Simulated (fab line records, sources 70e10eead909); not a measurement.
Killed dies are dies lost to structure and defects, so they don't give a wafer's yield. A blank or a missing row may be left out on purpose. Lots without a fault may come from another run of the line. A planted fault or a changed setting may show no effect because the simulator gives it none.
Chamber matching | flow nand_harc | NHARC_P_BONDPAD_ACTIVATE_29 on rie_diel-10: 4 sister chambers
The step chemistry N2, time 60 s. 8 wafers are shown with their chamber, then 9 later ones without.

WAFERS WITH THEIR CHAMBER
wafer  | chamber | drypump_motor_current_A (A) | oes_product_au (a.u.)
L078.4 | 2       | 5.2                         | 1.014
L080.5 | 2       | 5.2                         | 1.004
L083.2 | 3       | 4.9                         | 0.984
L083.5 | 0       | 5.7                         | 0.994
L083.6 | 1       | 5.7                         | 1.006
L086.2 | 1       | 5.7                         | 0.986
L086.5 | 0       | 5.7                         | 0.979
L086.6 | 3       | 4.8                         | 1.004

WAFERS WITHOUT THEIR CHAMBER
wafer  | drypump_motor_current_A (A) | oes_product_au (a.u.)
L090.1 | 5.7                         | 0.991
L090.2 | 5.7                         | 0.968
L090.3 | 5.3                         | 0.991
L096.1 | 5.7                         | 0.993
L096.3 | 5.7                         | 0.990
L096.4 | 4.8                         | 0.994
L097.2 | 5.7                         | 1.006
L097.5 | 5.7                         | 0.988
L097.6 | 5.3                         | 1.008

WHICH CHAMBER EACH WENT THROUGH
wafer  | from the rows above     | in truth
L090.1 | can't be placed: 0 or 1 | 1
L090.2 | can't be placed: 0 or 1 | 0
L090.3 | 2                       | 2
L096.1 | can't be placed: 1 or 0 | 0
L096.3 | can't be placed: 0 or 1 | 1
L096.4 | 3                       | 3
L097.2 | can't be placed: 1 or 0 | 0
L097.5 | can't be placed: 0 or 1 | 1
L097.6 | 2                       | 2
Placed correctly: 3 of 9. Can't be placed from these rows: 6 (the true chamber is among the candidates in 6). Placed wrongly: 0.
How it was worked out, from the rows above alone: a wafer's distance from a chamber is the root of the sum, over the readings, of the square of ((its reading less the chamber's mean) divided by the reading's scatter). The wafer belongs to the nearest chamber; if the next one is less than 2 further off, it can't be placed. A chamber's mean is the mean of its shown wafers. The scatter: the root of (the sum of the squares of (reading less its chamber's mean) over the shown wafers, divided by (wafers less chambers)).
